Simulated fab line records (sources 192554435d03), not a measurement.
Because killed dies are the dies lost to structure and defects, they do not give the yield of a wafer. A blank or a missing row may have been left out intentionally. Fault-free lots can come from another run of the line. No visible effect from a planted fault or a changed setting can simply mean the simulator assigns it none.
Chamber matching :: flow n5 finfet :: N5_DUMMY_GATE_CMP_04 on cmp-04: 4 sister chambers
The step polishes a-Si. 8 wafers are shown with their chamber, then 11 later ones without.

== WAFERS, EACH WITH ITS CHAMBER ==
wafer: L084.1
chamber: 0
motor current A (A): 9.2
time to endpoint s (s): 12.3

wafer: L087.1
chamber: 0
motor current A (A): 9.1
time to endpoint s (s): 15.0

wafer: L087.3
chamber: 3
motor current A (A): 10.0
time to endpoint s (s): 17.0

wafer: L087.6
chamber: 1
motor current A (A): 9.7
time to endpoint s (s): 15.5

wafer: L090.3
chamber: 1
motor current A (A): 9.9
time to endpoint s (s): 15.9

wafer: L090.4
chamber: 2
motor current A (A): 10.2
time to endpoint s (s): 11.4

wafer: L090.6
chamber: 2
motor current A (A): 10.0
time to endpoint s (s): 13.8

wafer: L092.2
chamber: 3
motor current A (A): 10.5
time to endpoint s (s): 15.0

== WAFERS MISSING THEIR CHAMBER ==
wafer: L092.3
motor current A (A): 10.6
time to endpoint s (s): 10.9

wafer: L092.4
motor current A (A): 8.9
time to endpoint s (s): 10.9

wafer: L093.4
motor current A (A): 10.5
time to endpoint s (s): 14.4

wafer: L093.5
motor current A (A): 9.9
time to endpoint s (s): 11.9

wafer: L093.6
motor current A (A): 10.6
time to endpoint s (s): 15.8

wafer: L094.1
motor current A (A): 9.7
time to endpoint s (s): 13.0

wafer: L094.3
motor current A (A): 10.6
time to endpoint s (s): 16.3

wafer: L094.5
motor current A (A): 9.8
time to endpoint s (s): 13.5

wafer: L095.3
motor current A (A): 9.9
time to endpoint s (s): 16.2

wafer: L095.4
motor current A (A): 10.5
time to endpoint s (s): 14.5

wafer: L095.5
motor current A (A): 10.5
time to endpoint s (s): 18.1

== EACH ONE'S CHAMBER ==
wafer: L092.3
from the rows above: can't be placed: 2 or 3
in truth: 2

wafer: L092.4
from the rows above: 0
in truth: 0

wafer: L093.4
from the rows above: can't be placed: 3 or 2 or 1
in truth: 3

wafer: L093.5
from the rows above: can't be placed: 2 or 1
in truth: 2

wafer: L093.6
from the rows above: can't be placed: 3 or 2
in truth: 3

wafer: L094.1
from the rows above: can't be placed: 1 or 2 or 0 or 3
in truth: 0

wafer: L094.3
from the rows above: can't be placed: 3 or 2
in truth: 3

wafer: L094.5
from the rows above: can't be placed: 1 or 2 or 3 or 0
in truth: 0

wafer: L095.3
from the rows above: can't be placed: 1 or 3
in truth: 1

wafer: L095.4
from the rows above: can't be placed: 3 or 2 or 1
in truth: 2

wafer: L095.5
from the rows above: can't be placed: 3 or 1
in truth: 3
Correctly placed: 1 of 11. Cannot be placed on the basis of these rows: 10; the candidates contain the true chamber in 10. 0 placed wrongly.
How it was worked out, from the rows above alone: a wafer's distance from a chamber is the root of the sum, over the readings, of the square of ((its reading less the chamber's mean) divided by the reading's scatter). The wafer belongs to the nearest chamber; if the next one is less than 2 further off, it can't be placed. For every chamber, the mean is computed from those of its wafers that are shown. The scatter: the root of (the sum of the squares of (reading less its chamber's mean) over the shown wafers, divided by (wafers less chambers)).
